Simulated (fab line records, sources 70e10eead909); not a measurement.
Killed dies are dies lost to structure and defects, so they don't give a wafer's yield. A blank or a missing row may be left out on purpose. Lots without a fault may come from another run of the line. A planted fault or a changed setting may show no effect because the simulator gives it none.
One fault seen from 2 desks | flow nand_harc | each desk has only its own numbers; what lay behind them comes last

THE TOOL OWNER'S DESK: rie_diel-08
The tool's own readings at NHARC_A_CHANNEL_FILL_D2_ETCHBACK_20 (etches the open film in C4F8/O2/Ar, target depth 27 nm, time 13.5 s): means of the sampled wafers that have a number, for each lot that ran on this tool. A lot is out of limits, marked OUT, if its mean lies more than 4 standard deviations from the usual mean; the brackets give that distance.
Columns: A = oes_product_au at NHARC_A_CHANNEL_FILL_D2_ETCHBACK_20, usual 0.988 a.u.; B = rf_vpp_V at NHARC_A_CHANNEL_FILL_D2_ETCHBACK_20, usual 978 V; C = run_length_s at NHARC_A_CHANNEL_FILL_D2_ETCHBACK_20, usual 34.6 s
lot  | first seen here | A     | B   | C
L653 | day 16 01:16    | 0.994 | 974 | 34.4
L656 | day 17 03:31    | 0.987 | 978 | 34.6
L659 | day 18 06:49    | 0.992 | 981 | 32.4 (-6.2) OUT
L662 | day 19 15:31    | 0.985 | 979 | 32.4 (-6.1) OUT
L668 | day 22 18:19    | 0.986 | 979 | 34.5
L671 | day 23 04:41    | 0.946 | 973 | 34.9
This desk's finding: out of limits on L659, L662; first on L659, day 18 06:49 (run_length_s at NHARC_A_CHANNEL_FILL_D2_ETCHBACK_20). In limits: L653, L656, L668, L671.

THE DEFECT DESK
What the inspections along the route counted, lot by lot: means of the sampled wafers that have a number. A lot is out of limits, marked OUT, if its mean lies more than 4 standard deviations from the usual mean; the brackets give that distance.
Columns: A = raw_defect_count at NHARC_A_CHANNEL_HOLE_D2_INSPECT_12, usual 29
lot  | first seen here | A
L649 | day 13 04:42    | 7
L652 | day 14 13:20    | 58
L653 | day 14 13:32    | 5
L654 | day 14 21:49    | 7
L656 | day 15 20:53    | 58
L659 | day 16 22:46    | 55
L662 | day 18 08:32    | 12
L666 | day 20 17:13    | 16
L667 | day 20 17:46    | 55
L668 | day 21 06:59    | 22
L671 | day 21 20:24    | 5
L669 | day 21 20:48    | 24
L672 | day 22 16:31    | 4
This desk's finding: nothing out of limits on any of the 13 lots.

PUT TOGETHER
The tool owner's desk could have raised an alarm at day 18 06:49, on L659, L662.
The defect desk saw nothing out of limits.
The defect desk has L659, L662 on record, within its limits.
Of the lots named, all ran NHARC_A_CHANNEL_FILL_D2_ETCHBACK_20 on rie_diel-08.

WHAT THE SIMULATOR HAD PUT IN
Process parameter drift: rie_diel-08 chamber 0, from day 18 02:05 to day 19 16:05, at NHARC_A_CHANNEL_FILL_D2_ETCHBACK_20. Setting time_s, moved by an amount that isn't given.
Lots struck among those shown: L659, L662.
Hours from the fault's start to each desk's first reading out of limits: the tool owner's desk, 5.
